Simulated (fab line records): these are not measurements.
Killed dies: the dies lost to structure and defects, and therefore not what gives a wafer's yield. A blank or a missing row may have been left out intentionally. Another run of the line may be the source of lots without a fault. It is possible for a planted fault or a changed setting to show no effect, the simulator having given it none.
8D (eight disciplines) problem report, filled in by code	flow nand_harc	the parts of the form that need people (team, actions taken, sign-off) are left out

1. PROBLEM STATEMENT
Wafers without a fault read 188.45 W, standard deviation 0.14; heater_power_total_W at NHARC_A_CHANNEL_HOLE_D1_SOFTBAKE_05 reads a mean of 194.30 W on 6 wafers belonging to 2 lots. Relative to the usual mean, that is a shift of +42 standard deviations.
The step: time 55 s.
Earliest sighting: wafer L950.2 on litho_track-04 at day 11 10:00. At this step, 42 wafers from 14 lots have a number in the record. Rule for "out" (also "out of limits"): further than 4 standard deviations from the usual mean. The other wafers with a number count as sound.

2. WHAT IT IS, AND WHAT IT ISN'T
question	is	is not
which readings at this step	heater_power_total_W, plate_temp_C	exhaust_pa
which lots	L947, L950	L936, L937, L938, L939, L940, L941, L942, L951, L952, L954, L955, L958
which wafers of those lots	all that have a number	-
read on which tools	litho_track-04	litho_track-01, litho_track-06
when	from day 11 10:00	up to then (21 sound wafers); but 15 sound wafers of L951, L952, L954, L955, L958 came after

3. WHAT RULES OUT EACH SUSPECT
Counting: a tool at a process step up to the reading stays a suspect if it ran every lot that is out and no sound lot after the first of them.
- litho_track-04 at NHARC_A_CHANNEL_HOLE_D1_SOFTBAKE_05 (time 55 s): kept. It processed each lot that is out, first L950 at day 11 10:00, and no sound lot thereafter; up to then, the last sound lot it processed was L941 at day 9 11:00. Its own heater_power_total_W, plate_temp_C readings are out on those wafers.
The count leaves litho_track-04 at NHARC_A_CHANNEL_HOLE_D1_SOFTBAKE_05.

4. THE CAUSE (what the simulator had put in)
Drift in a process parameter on litho_track-04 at NHARC_A_CHANNEL_HOLE_D1_SOFTBAKE_05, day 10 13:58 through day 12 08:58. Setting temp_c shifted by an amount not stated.
This tool alone remained once counting was done.

5. THE CHAIN OF EFFECTS, in route order
One row per reading whose mean, taken over the struck wafers that have a number, lies over 3 standard deviations from the usual. Readings are gone through only where the record gives a usual standard deviation; hours: the median, over the lots, of the time from a lot's start at the first step in this table giving one to that lot's start at this step; sigmas: the change measured in usual standard deviations.
hours	step	reading	usual	on struck wafers	change	sigmas
0	NHARC_A_CHANNEL_HOLE_D1_SOFTBAKE_05	heater_power_total_W	188.45 W	194.30	+5.85	+42
0	NHARC_A_CHANNEL_HOLE_D1_SOFTBAKE_05	plate_temp_C	105.00 C	107.47	+2.47	+19
Its process steps:
- NHARC_A_CHANNEL_HOLE_D1_SOFTBAKE_05: time 55 s.

6. WHAT WOULD HAVE CAUGHT IT SOONER
In this record no reading fell out of limits until day 11 10:00, 20 hours after the fault had begun at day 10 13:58.
